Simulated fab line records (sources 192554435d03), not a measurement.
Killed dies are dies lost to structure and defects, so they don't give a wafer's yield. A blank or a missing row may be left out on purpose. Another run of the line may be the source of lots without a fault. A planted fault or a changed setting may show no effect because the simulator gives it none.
fab line records + flow n5_finfet
record
- lots=3
- wafers=9
- last_day=17
route steps=1938 shown DUMMY_GATE@248 SPACER0@258 SD_EPI_N@262 BEOL_M4@1111
lots that met no fault: from a run of the same line without faults
start_h: hours from the record's opening day to when the first of the lot's shown wafers began + wait_h: how many hours have passed since the lot's step before this one + " the same as in the row above + L1.1+2: a single row standing in for several wafers + - either no value or no given start + * or withheld: withheld + < > ~ a bound
route shown NAME@n: names a module that has steps shown in the file, with the first one's number in the route + usual: mean and standard deviation over wafers with no fault + same: alike in all rows + chamber/n: place in a boat + sites: the reading at each site + _std_site: the standard deviation of these + _edge_site: inner sites' mean taken away from outer sites' mean + radius_mm: how far each site lies from the wafer's centre + mask NAME#n: copy n + behind: tool/chamber where the wafer was last shaped + hold: why the lot was held/for how many hours/how that ended + device: the transistor (n, p or np) that didn't switch + end of line: tests run on the same wafers once the route is complete + for a step that has no rows: nothing shown but its recipe + killed: at the first sort, the dies lost to defects and structure; wafer yield is something else + map: the dies of a wafer, with x for killed, . for not killed, _ for no die there
set.NAME: setting as actually run; set.NAME@STEP: the setting as run at that earlier step + model.NAME: the simulator's own value behind a step, which no gauge read
lots seen at some steps along the route; tables by step, rows by wafer
services: from which hour (start_h, from the record's first day; less than 0 if before it) a tool's chamber was out of use, for how many hours, and why
## steps
# step N5_DUMMY_GATE_ETCH_44
# recipe
- chemistry=HBr/O2
- over_etch_frac=0.7
- target_depth_a=1275
- stop_on=SiO2
- ion_energy_ev=60
- bias_w=20
- target=poly-Si
- mask_material=SiO2
- pressure_mtorr=20
- icp_w=400
- HBr_flow_sccm=120
- O2_flow_sccm=10
# step N5_DUMMY_GATE_ETCH_42
# recipe
- chemistry=CHF3/O2
- target=SiO2
- target_depth_a=35
- time_s=31
- ion_energy_ev=30
- bias_w=12
- pressure_mtorr=30
- source_w=600
- Ar_flow_sccm=200
- CHF3_flow_sccm=50
- O2_flow_sccm=5
# step N5_DUMMY_GATE_STRIP_48
# recipe
- chemistry=N2/H2
- time_s=20
- power_w=100
- temp_c=40
- pressure_mtorr=100
- rf_frequency_hz=6e+07
- bias_power_w=3
- n2_flow_sccm=300
- h2_flow_sccm=300
# step N5_DUMMY_GATE_PRECLEAN_33
# recipe
- chemistry=dHF
- time_s=10
- dilution=750:1
- temp_c=25
# step N5_DUMMY_GATE_PRECLEAN_25
# recipe
- chemistry=O3/DIW
- time_s=45
- temp_c=22
- o3_ppm=10
# step N5_DUMMY_GATE_PRECLEAN_51
# recipe
- chemistry=SC2
- time_s=45
- temp_c=35
- mix=1:1:50
# step N5_DUMMY_GATE_SRD_26
# recipe
- dry=ipa_marangoni
- time_s=30
- temp_c=23
- rinse_liquid=diw
# step N5_DUMMY_GATE_UV_OZONE_45
# recipe
- time_s=120
- pressure_torr=760
- temp_c=25
# step N5_SPACER0_ALD_07
# recipe
- material=SiNx
- target_thk_a=20
- temp_c=400
- ald_precursor_family=SiH2I2
- ald_co_reactant=N2/H2-plasma
- pressure_torr=2
# step N5_SPACER0_ALD_00
# recipe
- material=SiOCN
- target_thk_a=35
- temp_c=400
- ald_precursor_family=alkyl-aminosilane
- ald_co_reactant=O2/N2-plasma
- pulse_time_s=3
- purge_time_s=2
- co_reactant_purge_time_s=2
- ald_cycles=58
- pressure_torr=2
# step N5_SPACER0_ALD_08
# recipe
- material=SiNx
- target_thk_a=20
- temp_c=400
- ald_precursor_family=SiH2I2
- ald_co_reactant=N2/H2-plasma
- pressure_torr=2
# usual
- heater_power_w=831/80
| lot.wafer | tool       | chamber | start_h | wait_h | heater_power_w | model.SiNx_of_SPACER0_ALD_08.thk_nm |
|-----------|------------|---------|---------|--------|----------------|-------------------------------------|
| L463.1    | ald_sin-02 | 1       | 107.02  | 0.1    | 779            | 2                                   |
| L463.3    | "          | 2       | "       | "      | 973            | 2                                   |
| L463.5    | "          | 2       | "       | "      | 962            | 2                                   |
| L465.2    | ald_sin-03 | 0       | 124.89  | 0.1    | 853            | 2                                   |
| L465.5    | "          | 2       | "       | "      | 731            | 2                                   |
| L465.6    | "          | 1       | "       | "      | 850            | 2                                   |
| L471.1    | ald_sin-03 | 1       | 155.14  | 0.1    | 888            | 1.6                                 |
| L471.2    | "          | 3       | "       | "      | 951            | 2                                   |
| L471.4    | "          | 0       | "       | "      | 872            | 2                                   |
# step N5_SD_EPI_N_COAT_32
# recipe
- resist=SOC
- temp_c=250
- time_s=60
- spin_rpm=1500
- resist_thk_nm=350
# step N5_SD_EPI_N_COAT_33
# recipe
- resist=SiARC
- temp_c=220
- time_s=60
- spin_rpm=1500
- resist_thk_nm=35
# step N5_SD_EPI_N_COAT_03
# recipe
- resist=CAR-ArF-block
- spin_rpm=1500
- resist_thk_nm=150
# step N5_SD_EPI_N_EBR_05
# recipe
- solvent=PGMEA
- ebr_width_mm=1.5
# step N5_SD_EPI_N_SOFTBAKE_04
# recipe
- temp_c=110
- time_s=60
- resist=CAR-ArF-block
# step N5_SD_EPI_N_EXPOSE_06
# recipe
- mask_id=SD_N_BLK
- na=1.35
- source_shape=conventional
- sigma_outer=0.8
- polarization=unpolarized
- target_cd_nm=120
- dose_mj=39.75
# step N5_SD_EPI_N_PEB_07
# recipe
- peb_temp_c=110
- peb_time_s=60
- resist=CAR-ArF-block
# step N5_SD_EPI_N_DEVELOP_08
# recipe
- develop_time_s=30
- developer=TMAH
- resist=CAR-ArF-block
- dev_temp_c=23
- rinse_liquid=diw
- dry=air_spin
# step N5_SD_EPI_N_DESCUM_14
# recipe
- chemistry=O2
- time_s=7.9
- source_power_w=50
- bias_power_w=20
- pressure_mtorr=20
- rf_frequency_hz=2.712e+07
- temp_c=40
- resist=CAR-ArF-block
- o2_flow_sccm=225
# step N5_SD_EPI_N_ETCH_34
# recipe
- chemistry=CF4
- target=SiARC
- target_depth_a=455
- mask_material=CAR-ArF-block
- time_s=75.8
- ion_energy_ev=80
- pressure_mtorr=40
- source_w=545
- bias_w=36
- Ar_flow_sccm=100
- cf4_flow_sccm=100
- ends=cleared
# step N5_SD_EPI_N_ETCH_35
# recipe
- chemistry=N2/H2
- target=SOC
- overetch_a=1080
- mask_material=SiARC
- temp_c=40
- ion_energy_ev=100
- source_w=3000
- bias_w=133
- pressure_mtorr=20
- time_s=486
- n2_flow_sccm=200
- h2_flow_sccm=200
# step N5_SD_EPI_N_STRIP_36
# recipe
- chemistry=N2/H2
- temp_c=40
- n2_flow_sccm=200
- h2_flow_sccm=200
- rf_frequency_hz=6e+07
# step N5_SD_EPI_N_ETCHBACK_44
# recipe
- chemistry=CH3F/O2
- mode=anisotropic_etchback
- target=SiNx
- target_depth_a=145
- stop_on=SiO2
- over_etch_frac=0.3
- ion_energy_ev=120
- pressure_mtorr=30
- source_w=395
- bias_w=73
- Ar_flow_sccm=150
- CH3F_flow_sccm=30
- O2_flow_sccm=20
# step N5_SD_EPI_N_ETCH_45
# recipe
- chemistry=CH3F/O2
- target=SiOCN
- target_depth_a=60
- mask_material=SOC
- ion_energy_ev=60
- bias_w=29
- pressure_mtorr=15
- source_w=410
- Ar_flow_sccm=150
- CH3F_flow_sccm=30
- O2_flow_sccm=20
# step N5_SD_EPI_N_ETCH_16
# recipe
- chemistry=CHF3/O2
- target=SiO2
- target_depth_a=50
- mask_material=SOC
- pressure_mtorr=30
- source_w=650
- bias_w=170
- Ar_flow_sccm=200
- CHF3_flow_sccm=50
- O2_flow_sccm=5
- ion_energy_ev=200
# step N5_SD_EPI_N_STRIP_47
# recipe
- chemistry=CHF3/O2
- resist=SiARC
- rf_frequency_hz=6e+07
# step N5_SD_EPI_N_SD_RECESS_17
# recipe
- chemistry=HBr/Cl2/O2
- target_depth_a=410
- mask_material=SOC
- time_s=23.7
- bt_time_s=3
- pressure_mtorr=10
- icp_w=800
- bias_w=112
- HBr_flow_sccm=150
- Cl2_flow_sccm=80
- O2_flow_sccm=12
# step N5_SD_EPI_N_STRIP_38
# recipe
- chemistry=N2/H2
- power_w=1000
- temp_c=250
- h2_frac=0.65
- overash_fraction=0.3
- pressure_mtorr=withheld
- n2_flow_sccm=1750
- h2_flow_sccm=3250
# step N5_SD_EPI_N_WET_ETCH_43
# recipe
- chemistry=dHF
- dilution=withheld
- time_s=14
- target=SiO2
- target_depth_a=15
- temp_c=25
| lot.wafer  | tool         | chamber | start_h | wait_h | model.SiNx_of_SPACER0_ALD_08.thk_nm |
|------------|--------------|---------|---------|--------|-------------------------------------|
| L463.1+3+5 | wet_bench-05 | 7,0,4   | 108.67  | -      | 1.6                                 |
| L465.2+5+6 | wet_bench-03 | 3,4,2   | 126.56  | -      | 1.6                                 |
| L471.1     | wet_bench-06 | 7       | 156.77  | -      | 1                                   |
| L471.2+4   | "            | 6,2     | "       | "      | 1.6                                 |
# step N5_SD_EPI_N_STRIP_18
# recipe
- chemistry=SPM
- time_s=750
- temp_c=130
- h2so4_h2o2_vol_ratio=4
# step N5_SD_EPI_N_SRD_20
# recipe
- dry=ipa_marangoni
- do_ppb=5
- time_s=30
- temp_c=23
- rinse_liquid=diw
# step N5_SD_EPI_N_PRECLEAN_48
# recipe
- chemistry=NF3:NH3
- afs_cycles=2
- temp_c=30
- time_s=20
- sublimation_temp_c=180
- sublimation_time_s=60
- pressure_torr=3
- rf_power_w=30
# step N5_SD_EPI_N_VAPOR_ETCH_50
# recipe
- chemistry=HCl
- target=Si
- temp_c=775
- time_s=54
- pressure_torr=20
- mode=isotropic
# step N5_SD_EPI_N_EPI_21
# recipe
- material=Si:P
- dopant=P
- temp_c=680
- pressure_torr=255
- time_s=690
# step N5_BEOL_M4_RC_MEAS_101
# usual
- DIBL_N=36.4/1.4
- DIBL_P=36.4/1.5
- IOFF_N=0.156/0.022
- IOFF_N_85C=3.0/0.37
- IOFF_P=0.210/0.023
- IOFF_P_85C=3.6/0.33
- IOFF_P_LIN=0.099/0.0086
- ION_N=675/9.1
- ION_P=463/5.7
- REXT_P=99.9/2.1
- SS_N=71.6/0.45
- SS_P=73.3/0.56
- VT_N=250/3.1
- VT_P=-250.3/2.3
- VT_P_LVT=-99.2/2
| lot.wafer | tool      | chamber | start_h | wait_h | DIBL_N[mV/V] | DIBL_P[mV/V] | IOFF_N[nA/um] | IOFF_N_85C[nA/um] | IOFF_P[nA/um] | IOFF_P_85C[nA/um] | IOFF_P_LIN[nA/um] | ION_N[uA/um] | ION_P[uA/um] | REXT_P[ohm.um] | SS_N[mV/dec] | SS_P[mV/dec] | VT_N[mV] | VT_P[mV] | VT_P_LVT[mV] |
|-----------|-----------|---------|---------|--------|--------------|--------------|---------------|-------------------|---------------|-------------------|-------------------|--------------|--------------|----------------|--------------|--------------|----------|----------|--------------|
| L463.1    | prober-02 | 0       | 256.94  | 0.0    | 38.4         | 38.2         | 0.176         | 3.4               | 0.193         | 3.4               | 0.086             | 674          | 451          | 100.3          | 72.1         | 74.2         | 249      | -253.9   | -101.8       |
| L463.3    | "         | 0       | "       | "      | 37.3         | 38.2         | 0.160         | 3.1               | 0.187         | 3.3               | 0.086             | 674          | 458          | 100.1          | 72.0         | 73.6         | 249      | -254.2   | -101.9       |
| L463.5    | "         | 0       | "       | "      | 37.7         | 37.1         | 0.151         | 3.1               | 0.172         | 3.1               | 0.081             | 664          | 449          | 101.6          | 72.8         | 73.3         | 252      | -255.6   | -103.4       |
| L465.2    | prober-01 | 0       | 257.46  | 0.2    | 34.8         | 34.8         | 0.123         | 2.5               | 0.179         | 3.2               | 0.083             | 656          | 450          | 98.9           | 71.4         | 73.2         | 256      | -254.4   | -101.6       |
| L465.5    | "         | 0       | "       | "      | 36.0         | 36.2         | 0.136         | 2.7               | 0.194         | 3.4               | 0.089             | 660          | 464          | 99.9           | 71.5         | 74.0         | 255      | -252.4   | -101.6       |
| L465.6    | "         | 0       | "       | "      | 37.7         | 37.9         | 0.170         | 3.3               | 0.232         | 3.9               | 0.100             | 671          | 461          | 97.2           | 72.1         | 73.5         | 252      | -250.2   | -98.7        |
| L471.1    | prober-02 | 0       | 306.09  | 0.0    | 41.4         | 39.7         | 0.244         | 4.3               | 0.322         | 5.2               | 0.137             | 700          | 483          | 93.3           | 72.5         | 73.9         | 246      | -243.2   | -92.3        |
| L471.2    | "         | 0       | "       | "      | 38.1         | 36.5         | 0.167         | 3.1               | 0.231         | 4.0               | 0.107             | 679          | 466          | 97.5           | 71.3         | 73.3         | 251      | -248.7   | -97.0        |
| L471.4    | "         | 0       | "       | "      | 36.9         | 35.2         | 0.148         | 2.9               | 0.219         | 3.8               | 0.103             | 671          | 469          | 96.7           | 71.4         | 72.7         | 254      | -251.0   | -98.1        |
## services
| tool         | chamber | start_h | hours | kind   |
|--------------|---------|---------|-------|--------|
| wet_bench-03 | -       | 122.01  | 0.5   | repair |
| wet_bench-05 | -       | 149.47  | 1.5   | repair |
| ald_sin-03   | 2       | 156.64  | 36.8  | repair |
## key
first_sign
- step=N5_BEOL_M4_RC_MEAS_101
- reading=IOFF_P
- direction=up
- sigmas=5
- usual=0.210
- struck=0.322
effect
- step=N5_BEOL_M4_RC_MEAS_101
- reading=IOFF_P_85C
- direction=up
- sigmas=4.7
- usual=3.6
- struck=5.2
effect
- step=N5_BEOL_M4_RC_MEAS_101
- reading=IOFF_P_LIN
- direction=up
- sigmas=4.5
- usual=0.099
- struck=0.137
effect
- step=N5_BEOL_M4_RC_MEAS_101
- reading=IOFF_N
- direction=up
- sigmas=4
- usual=0.156
- struck=0.244
effect
- step=N5_BEOL_M4_RC_MEAS_101
- reading=IOFF_N_85C
- direction=up
- sigmas=3.5
- usual=3.0
- struck=4.3
effect
- step=N5_BEOL_M4_RC_MEAS_101
- reading=ION_P
- direction=up
- sigmas=3.4
- usual=463
- struck=483
effect
- step=N5_BEOL_M4_RC_MEAS_101
- reading=VT_P_LVT
- direction=up
- sigmas=3.4
- usual=-99.2
- struck=-92.3
effect
- step=N5_BEOL_M4_RC_MEAS_101
- reading=REXT_P
- direction=down
- sigmas=3.1
- usual=99.9
- struck=93.3
model_effect
- step=N5_SPACER0_ALD_08
- value=SiNx_of_SPACER0_ALD_08.thk_nm
- without=2
- struck=1.6
model_effect
- step=N5_SD_EPI_N_WET_ETCH_43
- value=SiNx_of_SPACER0_ALD_08.thk_nm
- without=1.6
- struck=1
met_at N5_SPACER0_ALD_08
struck_wafers L471.1
onset_between 124.89 155.14
fault
- kind=process_parameter_drift
- tool=ald_sin-03
- chamber=1
- onset_h=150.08
- steps=N5_SPACER0_ALD_08
- channel=target_thk_a
- offset=*
- shape=step
- acts_in=*
- stated=*
